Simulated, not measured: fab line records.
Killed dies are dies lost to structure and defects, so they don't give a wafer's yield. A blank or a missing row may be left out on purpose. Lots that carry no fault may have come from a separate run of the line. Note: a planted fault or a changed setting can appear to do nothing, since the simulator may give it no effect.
Which tool was responsible?	flow nand_harc	36 wafers from 12 lots sampled at 3 of the route's 1302 steps

== WHAT EACH GAUGE READ, for each wafer ==
NHARC_A_M0_THK_MEAS_24: measures by xrf.
lot	measured	on	thk_nm (nm)
L075	day 23 09:04	film_metro-02	114.9 114.6 114.8
L077	day 23 17:25	film_metro-01	115.3 113.8 112.7
L078	day 24 15:37	film_metro-01	115.2 116.1 112.5
L081	day 25 08:10	film_metro-02	114.9 116.1 116.5
L084	day 26 18:36	film_metro-01	112.1 116.7 113.8
L085	day 27 08:13	film_metro-02	113.1 114.8 112.8
L089	day 28 10:29	film_metro-01	112.8 113.1 114.9
L088	day 29 02:22	film_metro-02	114.5 113.5 114.1
L091	day 30 08:16	film_metro-01	113.5 113.4 112.2
L092	day 30 12:59	film_metro-02	113.9 113.9 113.5
L095	day 31 21:18	film_metro-01	111.9 114.3 113.8
L097	day 32 14:23	film_metro-02	113.7 112.4 114.4

== WHICH TOOL RAN EACH LOT (tool, then ch and the chambers of the sampled wafers, then the start) ==
lot	NHARC_A_CONTACT_ETCH_88	NHARC_A_CONTACT_ETCH_136
L075	rie_diel-04 ch 2,3, day 22 20:03	har_cap_etch-02 ch 0,1, day 22 21:47
L077	rie_diel-04 ch 0,3, day 23 04:01	har_cap_etch-03 ch 0, day 23 05:47
L078	rie_diel-04 ch 1,2,3, day 24 02:17	har_cap_etch-03 ch 0,1, day 24 03:47
L081	rie_diel-04 ch 1,3, day 24 19:28	har_cap_etch-02 ch 0,1, day 24 21:08
L084	rie_diel-11 ch 1,2,3, day 26 05:59	har_cap_etch-02 ch 0,1, day 26 07:34
L085	rie_diel-04 ch 0,1, day 26 19:52	har_cap_etch-03 ch 0,1, day 26 21:30
L089	rie_diel-13 ch 0,1,3, day 27 21:44	har_cap_etch-02 ch 0,1, day 27 23:26
L088	rie_diel-04 ch 0,2,3, day 28 11:59	har_cap_etch-01 ch 0,1, day 28 13:47
L091	rie_diel-04 ch 0,2, day 29 18:55	har_cap_etch-02 ch 0,1, day 29 20:26
L092	rie_diel-04 ch 1,2,3, day 30 00:33	har_cap_etch-02 ch 0,1, day 30 02:05
L095	rie_diel-11 ch 0,1,2, day 31 08:29	har_cap_etch-02 ch 0,1, day 31 10:11
L097	rie_diel-04 ch 0,1,2, day 32 01:31	har_cap_etch-01 ch 0,1, day 32 03:07
- NHARC_A_CONTACT_ETCH_88: etches the open film in CF4, target depth 39 nm, time 65 s.
- NHARC_A_CONTACT_ETCH_136: etches the open film in C4F8/O2/Ar, time 311 s, target depth 1912 nm.

== THE ANSWER, worked out from the rows above alone ==
Rule: what is usual is taken from the lots themselves. The widest of any qualifying gaps counts: lots, ordered by their means at a reading, are off when they make up no more than a third of the lots, leave a main group of 4 or more, and stand apart from it by 3 or more times the standard deviation of that group's means. Not used: any main group whose means are identical at the precision the tables above print for the reading. Also off: a lot with no number at a reading for which 4 or more lots have one. All remaining lots with rows at the step are treated as sound.
Nothing can be told from this: no lot is off at any reading shown.

== WHAT THE SIMULATOR HAD INSERTED ==
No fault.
